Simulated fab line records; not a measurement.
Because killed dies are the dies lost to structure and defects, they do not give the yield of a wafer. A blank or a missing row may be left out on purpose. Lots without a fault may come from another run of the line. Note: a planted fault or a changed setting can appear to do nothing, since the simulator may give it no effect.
Which of the tools did it?	flow nand harc	24 lots with 72 wafers sampled at 6 steps, on a route of 1159 steps

## WHAT THE GAUGES SHOWED, per wafer
The record holds no reading of a measuring or inspecting step that can be judged against a usual standard deviation.

## TOOL THAT RAN EACH LOT (tool first, then ch and the chambers of the sampled wafers, then the start)
lot	NHARC_A_STAIRCASE_DESCUM_186	NHARC_A_STAIRCASE_TRIM_200	NHARC_A_STAIRCASE_ETCH_227	NHARC_A_STAIRCASE_TRIM_235	NHARC_A_STAIRCASE_STRIP_254	NHARC_A_STAIRCASE_DEP_259
L074	rie diel-13 ch 2,3, day 10 20:44	rie diel-05 ch 0,1,3, day 11 05:13 or earlier	rie diel-13 ch 1,2, day 11 05:13 or earlier	rie diel-08 ch 0,1, day 11 05:13 or earlier	plasma asher-02 ch 0,1, day 11 05:13	pecvd-03 ch 0,2, day 11 10:29
L075	rie diel-05 ch 1,2,3, day 11 09:15	rie diel-13 ch 2,3, day 11 17:26 or earlier	rie diel-05 ch 0,2,3, day 11 17:26 or earlier	rie diel-05 ch 0,1,2, day 11 17:26 or earlier	plasma asher-02 ch 0,1, day 11 17:26	pecvd-01 ch 0,1,2, day 11 20:23
L076	rie diel-05 ch 1,3, day 11 09:46	rie diel-05 ch 0,2, day 11 18:39 or earlier	rie diel-05 ch 0,1,3, day 11 18:39 or earlier	rie diel-13 ch 1,2, day 11 18:39 or earlier	plasma asher-01 ch 0,1, day 11 18:39	pecvd-01 ch 1,2, day 11 22:07
L078	rie diel-05 ch 0,3, day 11 17:35	rie diel-05 ch 0,1, day 12 01:35 or earlier	rie diel-05 ch 0,1, day 12 01:35 or earlier	rie diel-05 ch 1,2, day 12 01:35 or earlier	plasma asher-02 ch 0,1, day 12 01:35	pecvd-04 ch 0,2, day 12 04:38
L077	rie diel-13 ch 1,2, day 11 18:01	rie diel-08 ch 0,2,3, day 12 03:11 or earlier	rie diel-08 ch 1,2,3, day 12 03:11 or earlier	rie diel-08 ch 1,2,3, day 12 03:11 or earlier	plasma asher-02 ch 0,1, day 12 03:11	pecvd-04 ch 1,2, day 12 06:17
L079	rie diel-05 ch 0,1,3, day 12 01:05	rie diel-08 ch 0,1,2, day 12 08:49 or earlier	rie diel-05 ch 0,2,3, day 12 08:49 or earlier	rie diel-13 ch 0,1, day 12 08:49 or earlier	plasma asher-02 ch 0,1, day 12 08:49	pecvd-04 ch 1,2, day 12 12:52
L082	rie diel-13 ch 0,1,2, day 12 22:07	rie diel-08 ch 0,2, day 13 06:30 or earlier	rie diel-13 ch 1,2,3, day 13 06:30 or earlier	rie diel-05 ch 0,1,2, day 13 06:30 or earlier	plasma asher-02 ch 0,1, day 13 06:30	pecvd-04 ch 0,1, day 13 12:31
L080	rie diel-08 ch 0,2,3, day 12 22:46	rie diel-05 ch 0,2,3, day 13 07:10 or earlier	rie diel-13 ch 0,1,2, day 13 07:10 or earlier	rie diel-08 ch 0,1,2, day 13 07:10 or earlier	plasma asher-02 ch 0,1, day 13 07:10	pecvd-04 ch 0,1,2, day 13 13:44
L081	rie diel-13 ch 0,3, day 12 23:05	rie diel-05 ch 0,2, day 13 07:39 or earlier	rie diel-05 ch 0,1,2, day 13 07:39 or earlier	rie diel-13 ch 0,1, day 13 07:39 or earlier	plasma asher-01 ch 0, day 13 07:39	pecvd-01 ch 0,1, day 13 15:35
L083	rie diel-13 ch 0,2, day 13 02:26	rie diel-13 ch 0,1,3, day 13 10:35 or earlier	rie diel-13 ch 0,2,3, day 13 10:35 or earlier	rie diel-13 ch 0,1,3, day 13 10:35 or earlier	plasma asher-02 ch 0, day 13 10:35	pecvd-04 ch 0,2, day 13 21:17
L084	rie diel-13 ch 0,3, day 13 08:50	rie diel-05 ch 1,2,3, day 13 18:00 or earlier	rie diel-13 ch 0,1,3, day 13 18:00 or earlier	rie diel-05 ch 0,2,3, day 13 18:00 or earlier	plasma asher-01 ch 0,1, day 13 18:00	pecvd-03 ch 0,2, day 14 02:13
L085	rie diel-08 ch 0,2,3, day 13 12:20	rie diel-05 ch 0,1,2, day 13 22:24 or earlier	rie diel-13 ch 0,1,3, day 13 22:24 or earlier	rie diel-13 ch 1,2,3, day 13 22:24 or earlier	plasma asher-02 ch 0,1, day 13 22:24	pecvd-03 ch 0,1,2, day 14 04:28
L087	rie diel-05 ch 2,3, day 14 05:07	rie diel-13 ch 0,1,3, day 14 14:49 or earlier	rie diel-08 ch 0,2,3, day 14 14:49 or earlier	rie diel-08 ch 0,1,3, day 14 14:49 or earlier	plasma asher-02 ch 0,1, day 14 14:49	pecvd-01 ch 0,2, day 14 18:57
L086	rie diel-05 ch 1,3, day 14 07:19	rie diel-08 ch 0,2,3, day 14 16:04 or earlier	rie diel-08 ch 0,1, day 14 16:04 or earlier	rie diel-08 ch 0,1,3, day 14 16:04 or earlier	plasma asher-02 ch 0,1, day 14 16:04	pecvd-03 ch 0,1,2, day 14 19:00
L088	rie diel-05 ch 0,2,3, day 14 10:13	rie diel-13 ch 0,3, day 14 19:50 or earlier	rie diel-08 ch 2,3, day 14 19:50 or earlier	rie diel-08 ch 1,2, day 14 19:50 or earlier	plasma asher-01 ch 0,1, day 14 19:50	pecvd-03 ch 0,1,2, day 14 22:28
L090	rie diel-05 ch 0,2,3, day 14 15:30	rie diel-05 ch 0,3, day 14 23:08 or earlier	rie diel-05 ch 1,2, day 14 23:08 or earlier	rie diel-05 ch 0,2, day 14 23:08 or earlier	plasma asher-01 ch 0,1, day 14 23:08	pecvd-04 ch 0,1, day 15 01:45
L091	rie diel-13 ch 2,3, day 15 03:54	rie diel-13 ch 1,2,3, day 15 13:02 or earlier	rie diel-08 ch 0,3, day 15 13:02 or earlier	rie diel-13 ch 0,1, day 15 13:02 or earlier	plasma asher-02 ch 1, day 15 13:02	pecvd-03 ch 1,2, day 15 17:23
L089	rie diel-05 ch 0,1,2, day 15 04:28	rie diel-08 ch 0,3, day 15 12:26 or earlier	rie diel-13 ch 0,2,3, day 15 12:26 or earlier	rie diel-13 ch 2,3, day 15 12:26 or earlier	plasma asher-01 ch 0,1, day 15 12:26	pecvd-03 ch 0,1,2, day 15 15:05
L092	rie diel-13 ch 1,2, day 15 10:35	rie diel-13 ch 1,2,3, day 15 18:53 or earlier	rie diel-13 ch 0,2,3, day 15 18:53 or earlier	rie diel-13 ch 0,1, day 15 18:53 or earlier	plasma asher-01 ch 0,1, day 15 18:53	pecvd-03 ch 0,1, day 15 22:40
L094	rie diel-13 ch 1,2,3, day 15 16:04	rie diel-05 ch 1,3, day 16 00:40 or earlier	rie diel-13 ch 1,3, day 16 00:40 or earlier	rie diel-05 ch 0,2,3, day 16 00:40 or earlier	plasma asher-01 ch 0,1, day 16 00:40	pecvd-01 ch 0,2, day 16 05:21
L093	rie diel-08 ch 1,2,3, day 15 19:34	rie diel-08 ch 0,1,2, day 16 06:25 or earlier	rie diel-08 ch 1,2,3, day 16 06:25 or earlier	rie diel-13 ch 1,3, day 16 06:25 or earlier	plasma asher-01 ch 0,1, day 16 06:25	pecvd-03 ch 0,1,2, day 16 09:04
L095	rie diel-08 ch 0,1,2, day 16 13:16	rie diel-13 ch 0,2, day 16 21:45 or earlier	rie diel-13 ch 1,3, day 16 21:45 or earlier	rie diel-13 ch 0,1, day 16 21:45 or earlier	plasma asher-01 ch 0,1, day 16 21:45	pecvd-03 ch 1,2, day 17 01:54
L097	rie diel-05 ch 0,3, day 16 15:08	rie diel-05 ch 2,3, day 17 00:20 or earlier	rie diel-13 ch 0,3, day 17 00:20 or earlier	rie diel-13 ch 1,2, day 17 00:20 or earlier	plasma asher-01 ch 0,1, day 17 00:20	pecvd-03 ch 1,2, day 17 05:07
L096	rie diel-05 ch 2,3, day 16 18:16	rie diel-05 ch 0,1, day 17 02:49 or earlier	rie diel-13 ch 1,2, day 17 02:49 or earlier	rie diel-05 ch 0,1,2, day 17 02:49 or earlier	plasma asher-01 ch 0,1, day 17 02:49	pecvd-04 ch 0,1, day 17 07:01
- NHARC_A_STAIRCASE_DESCUM_186: chemistry O2, time 3 s.
- NHARC_A_STAIRCASE_TRIM_200: chemistry O2, time 211.2 s.
- NHARC_A_STAIRCASE_ETCH_227: etches the open film in C4F8/O2, target depth 100 nm, time 40.5 s.
- NHARC_A_STAIRCASE_TRIM_235: chemistry O2, time 211.2 s.
- NHARC_A_STAIRCASE_STRIP_254: strips in O2.
- NHARC_A_STAIRCASE_DEP_259: deposits SiON, target thk 30 nm.

## AS READ BY THE TOOLS THEMSELVES (means over the sampled wafers that have a number; for cases with no such wafer, the mark the record gives instead)
NHARC_A_STAIRCASE_DESCUM_186. Usual: drypump motor current A 5.8 A, standard deviation 0.48; oes product au 0.998 a.u., standard deviation 0.014; rf vpp V 57.7 V, standard deviation 0.91; showerhead plenum p Torr 1.88 Torr, standard deviation 0.082; throttle valve pct 11.312 %, standard deviation 0.0096.
lot	tool	drypump motor current A (A)	oes product au (a.u.)	rf vpp V (V)	showerhead plenum p Torr (Torr)	throttle valve pct (%)	flag
L074	rie diel-13	5.4	0.986	57.5	1.94	11.304	
L075	rie diel-05	6.1	0.993	58.2	1.91	11.317	
L076	rie diel-05	6.2	0.995	56.9	1.96	11.304	
L078	rie diel-05	5.5	0.989	58.0	1.84	11.305	
L077	rie diel-13	5.3	0.989	57.8	1.88	11.314	
L079	rie diel-05	5.9	1.010	58.0	1.90	11.307	
L082	rie diel-13	5.7	0.992	56.9	1.85	11.321	
L080	rie diel-08	5.3	1.017	58.0	1.81	11.304	
L081	rie diel-13	6.1	1.001	58.3	1.98	11.312	
L083	rie diel-13	5.4	0.989	56.6	1.86	11.317	
L084	rie diel-13	6.1	1.009	58.2	1.89	11.322	
L085	rie diel-08	5.2	1.004	57.6	1.80	11.314	
L087	rie diel-05	6.0	0.996	56.9	1.85	11.312	
L086	rie diel-05	6.3	0.999	57.7	1.95	11.318	
L088	rie diel-05	5.8	0.996	57.5	1.84	11.308	
L090	rie diel-05	5.7	1.005	57.6	1.84	11.313	
L091	rie diel-13	5.8	0.987	57.6	1.99	11.301	
L089	rie diel-05	6.0	1.002	58.1	1.90	11.319	
L092	rie diel-13	5.3	0.990	57.7	1.87	11.302	
L094	rie diel-13	5.7	0.982	58.1	1.93	11.317	
L093	rie diel-08	5.4	1.006	57.2	1.79	11.308	
L095	rie diel-08	5.5	1.000	57.0	1.81	11.315	
L097	rie diel-05	5.7	1.001	58.5	1.83	11.312	
L096	rie diel-05	5.9	0.995	57.5	1.85	11.318	

NHARC_A_STAIRCASE_TRIM_200. Usual: drypump motor current A 5.8 A, standard deviation 0.48; oes product au 1.000 a.u., standard deviation 0.015; rf vpp V 57.7 V, standard deviation 1; showerhead plenum p Torr 3.45 Torr, standard deviation 0.14; throttle valve pct 17.037 %, standard deviation 0.0088.
lot	tool	drypump motor current A (A)	oes product au (a.u.)	rf vpp V (V)	showerhead plenum p Torr (Torr)	throttle valve pct (%)	flag
L074	rie diel-05	5.9	0.990	57.7	3.51	17.040	
L075	rie diel-13	5.4	0.988	58.3	3.57	17.034	
L076	rie diel-05	5.6	1.000	58.1	3.42	17.038	
L078	rie diel-05	6.1	1.003	58.7	3.60	17.031	
L077	rie diel-08	5.2	1.013	58.3	3.35	17.044	
L079	rie diel-08	5.5	1.008	57.0	3.36	17.038	
L082	rie diel-08	5.3	1.005	57.2	3.37	17.038	
L080	rie diel-05	5.8	0.993	57.2	3.42	17.040	
L081	rie diel-05	5.6	0.991	56.8	3.41	17.030	
L083	rie diel-13	6.1	0.997	58.0	3.52	17.038	
L084	rie diel-05	6.1	1.009	57.3	3.52	17.045	
L085	rie diel-05	6.0	0.995	57.8	3.51	17.043	
L087	rie diel-13	6.1	0.997	58.5	3.52	17.047	
L086	rie diel-08	5.3	1.006	57.2	3.34	17.031	
L088	rie diel-13	6.2	1.007	57.5	3.48	17.038	
L090	rie diel-05	5.5	1.003	56.8	3.39	17.038	
L091	rie diel-13	5.7	0.982	57.8	3.55	17.034	
L089	rie diel-08	5.3	1.005	56.7	3.32	17.037	
L092	rie diel-13	5.7	0.979	58.6	3.55	17.034	
L094	rie diel-05	6.0	1.001	58.1	3.50	17.039	
L093	rie diel-08	5.5	1.001	57.1	3.34	17.038	
L095	rie diel-13	5.8	0.997	57.1	3.38	17.028	
L097	rie diel-05	5.9	1.001	57.3	3.41	17.035	
L096	rie diel-05	6.1	1.014	57.1	3.58	17.029	

NHARC_A_STAIRCASE_ETCH_227. Usual: oes product au 0.940 a.u., standard deviation 0.014; rf vpp V 893 V, standard deviation 5.6.
lot	tool	oes product au (a.u.)	rf vpp V (V)	flag
L074	rie diel-13	0.939	894	
L075	rie diel-05	0.939	892	
L076	rie diel-05	0.932	895	
L078	rie diel-05	0.940	900	
L077	rie diel-08	0.958	889	
L079	rie diel-05	0.943	892	
L082	rie diel-13	0.924	898	
L080	rie diel-13	0.937	893	
L081	rie diel-05	0.939	896	
L083	rie diel-13	0.933	897	
L084	rie diel-13	0.943	896	
L085	rie diel-13	0.955	896	
L087	rie diel-08	0.928	889	
L086	rie diel-08	0.958	888	
L088	rie diel-08	0.941	888	
L090	rie diel-05	0.957	898	
L091	rie diel-08	0.950	888	
L089	rie diel-13	0.936	895	
L092	rie diel-13	0.941	896	
L094	rie diel-13	0.935	896	
L093	rie diel-08	0.928	889	
L095	rie diel-13	0.931	897	
L097	rie diel-13	0.949	898	
L096	rie diel-13	0.938	892	

NHARC_A_STAIRCASE_TRIM_235. Usual: drypump motor current A 5.8 A, standard deviation 0.48; oes product au 0.997 a.u., standard deviation 0.014; rf vpp V 57.6 V, standard deviation 0.91; showerhead plenum p Torr 3.45 Torr, standard deviation 0.15; throttle valve pct 17.037 %, standard deviation 0.0092.
lot	tool	drypump motor current A (A)	oes product au (a.u.)	rf vpp V (V)	showerhead plenum p Torr (Torr)	throttle valve pct (%)	flag
L074	rie diel-08	5.8	1.022	57.7	3.36	17.045	
L075	rie diel-05	6.0	1.006	58.1	3.52	17.032	
L076	rie diel-13	5.3	0.993	57.4	3.46	17.039	
L078	rie diel-05	6.3	1.014	57.9	3.54	17.037	
L077	rie diel-08	5.5	1.011	56.7	3.33	17.039	
L079	rie diel-13	6.1	0.992	56.4	3.38	17.045	
L082	rie diel-05	6.0	0.999	58.1	3.51	17.034	
L080	rie diel-08	5.5	1.016	57.3	3.35	17.023	
L081	rie diel-13	6.1	0.991	58.2	3.41	17.038	
L083	rie diel-13	6.1	0.995	58.1	3.52	17.035	
L084	rie diel-05	5.8	0.994	57.8	3.41	17.037	
L085	rie diel-13	5.7	0.986	57.6	3.56	17.038	
L087	rie diel-08	5.6	1.006	57.0	3.33	17.046	
L086	rie diel-08	5.6	1.005	57.6	3.33	17.037	
L088	rie diel-08	5.7	0.999	56.9	3.33	17.043	
L090	rie diel-05	5.9	1.005	57.4	3.42	17.036	
L091	rie diel-13	6.1	0.989	57.2	3.40	17.041	
L089	rie diel-13	5.8	0.982	58.6	3.66	17.035	
L092	rie diel-13	6.0	0.991	57.1	3.40	17.035	
L094	rie diel-05	5.8	0.996	56.8	3.40	17.035	
L093	rie diel-13	6.0	0.992	57.9	3.54	17.023	
L095	rie diel-13	6.1	0.986	56.8	3.39	17.026	
L097	rie diel-13	5.3	0.986	57.6	3.43	17.040	
L096	rie diel-05	6.0	1.005	57.1	3.49	17.031	

NHARC_A_STAIRCASE_STRIP_254. Usual: drypump motor current A 5.7 A, standard deviation 0.46; heater power w 354 W, standard deviation 29.
lot	tool	drypump motor current A (A)	heater power w (W)	flag
L074	plasma asher-02	6.0	342	
L075	plasma asher-02	5.9	340	
L076	plasma asher-01	5.3	353	
L078	plasma asher-02	5.9	341	
L077	plasma asher-02	6.1	334	
L079	plasma asher-02	6.1	331	
L082	plasma asher-02	6.0	344	
L080	plasma asher-02	6.0	344	
L081	plasma asher-01	5.0	346	
L083	plasma asher-02	6.2	319	
L084	plasma asher-01	5.2	365	
L085	plasma asher-02	6.1	332	
L087	plasma asher-02	6.1	334	
L086	plasma asher-02	6.0	345	
L088	plasma asher-01	5.2	357	
L090	plasma asher-01	5.2	366	
L091	plasma asher-02	5.9	354	
L089	plasma asher-01	5.2	361	
L092	plasma asher-01	5.5	386	
L094	plasma asher-01	5.2	361	
L093	plasma asher-01	5.2	361	
L095	plasma asher-01	5.5	386	
L097	plasma asher-01	5.2	362	
L096	plasma asher-01	5.5	383	

NHARC_A_STAIRCASE_DEP_259. Usual: heater power outer w 439 W, standard deviation 76; heater power w 749 W, standard deviation 120; showerhead vpp V 1152 V, standard deviation 62.
lot	tool	heater power outer w (W)	heater power w (W)	showerhead vpp V (V)	flag
L074	pecvd-03	488	852	1165	
L075	pecvd-01	449	741	1215	
L076	pecvd-01	359	625	1238	
L078	pecvd-04	385	677	1189	
L077	pecvd-04	426	734	1163	
L079	pecvd-04	475	773	1157	
L082	pecvd-04	566	882	1161	
L080	pecvd-04	482	810	1176	
L081	pecvd-01	429	733	1152	
L083	pecvd-04	369	672	1191	
L084	pecvd-03	464	823	1113	
L085	pecvd-03	440	761	1115	
L087	pecvd-01	381	670	1221	
L086	pecvd-03	413	722	1113	
L088	pecvd-03	431	756	1110	
L090	pecvd-04	496	790	1167	
L091	pecvd-03	369	637	1061	
L089	pecvd-03	460	786	1115	
L092	pecvd-03	435	732	1132	
L094	pecvd-01	434	749	1209	
L093	pecvd-03	442	785	1116	
L095	pecvd-03	425	711	1058	
L097	pecvd-03	399	678	1063	
L096	pecvd-04	475	808	1198	

## THE ANSWER, worked out from the rows above alone
Rule: take the mean of a lot's wafers that have a number; if it is more than 3 standard deviations from the usual mean, the lot is off. A lot without any number at a reading at which 4 lots or more have one is off too. Any other lot the step has rows for is counted as sound. First the gauges in route order, then the tools' own readings, where a lot's mean is used as printed above. At the first step where some lot is off, the reading lying furthest off is the one used; lots without a number count as furthest.
No lot is off on any of the readings shown, so nothing can be concluded from this.

## WHAT THE SIMULATOR HAD PUT IN
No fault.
